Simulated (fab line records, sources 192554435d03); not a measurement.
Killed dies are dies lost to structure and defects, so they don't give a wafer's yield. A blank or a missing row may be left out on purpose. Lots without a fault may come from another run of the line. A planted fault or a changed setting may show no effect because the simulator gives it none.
Chamber matching | flow n5_finfet | N5_BEOL_M3_PRE_CLEAN_60 on cvd_co-01: 3 sister chambers
The step time 15 s. 33 wafers are shown with their chamber, then 12 later ones without.

WAFERS WITH THEIR CHAMBER
wafer  | chamber | heater_power_w (W)
L075.1 | 0       | 78
L075.2 | 1       | 80
L075.3 | 2       | 116
L075.4 | 1       | 80
L075.5 | 2       | 121
L075.6 | 0       | 77
L078.1 | 0       | 74
L078.3 | 2       | 112
L078.5 | 2       | 117
L077.1 | 2       | 118
L077.4 | 2       | 118
L077.5 | 1       | 78
L079.1 | 1       | 80
L079.4 | 2       | 116
L079.6 | 1       | 79
L081.1 | 0       | 77
L081.3 | 1       | 79
L081.6 | 1       | 78
L085.1 | 0       | 78
L085.4 | 1       | 79
L085.5 | 0       | 77
L086.1 | 1       | 79
L086.2 | 0       | 77
L086.3 | 2       | 114
L086.4 | 1       | 81
L086.5 | 2       | 118
L086.6 | 0       | 78
L087.1 | 1       | 79
L087.2 | 2       | 119
L087.3 | 0       | 75
L087.4 | 1       | 79
L087.5 | 0       | 78
L087.6 | 2       | 116

SIGNATURES (means of the wafers above)
reading        | chamber 0 | chamber 1 | chamber 2 | scatter within a chamber
heater_power_w | 76.90     | 79.25     | 116.82    | 1.68
Rule: a wafer's distance from a chamber is the root of the sum, over the readings, of the square of ((its reading less the chamber's mean) divided by the reading's scatter). The wafer belongs to the nearest chamber; if the next one is less than 2 further off, it can't be placed. The scatter: the root of (the sum of the squares of (reading less its chamber's mean) over the shown wafers, divided by (wafers less chambers)).

WAFERS WITHOUT THEIR CHAMBER
wafer  | heater_power_w (W)
L090.4 | 79
L090.5 | 79
L090.6 | 114
L093.2 | 118
L093.3 | 79
L093.5 | 122
L092.4 | 78
L092.5 | 79
L092.6 | 116
L095.1 | 77
L095.3 | 79
L095.5 | 78

WHICH CHAMBER EACH WENT THROUGH
wafer  | from the rows above     | in truth
L090.4 | can't be placed: 1 or 0 | 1
L090.5 | can't be placed: 1 or 0 | 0
L090.6 | 2                       | 2
L093.2 | 2                       | 2
L093.3 | can't be placed: 1 or 0 | 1
L093.5 | 2                       | 2
L092.4 | can't be placed: 0 or 1 | 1
L092.5 | can't be placed: 1 or 0 | 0
L092.6 | 2                       | 2
L095.1 | can't be placed: 0 or 1 | 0
L095.3 | can't be placed: 1 or 0 | 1
L095.5 | can't be placed: 0 or 1 | 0
Placed correctly: 4 of 12. Can't be placed from these rows: 8 (the true chamber is among the candidates in 8). Placed wrongly: 0.
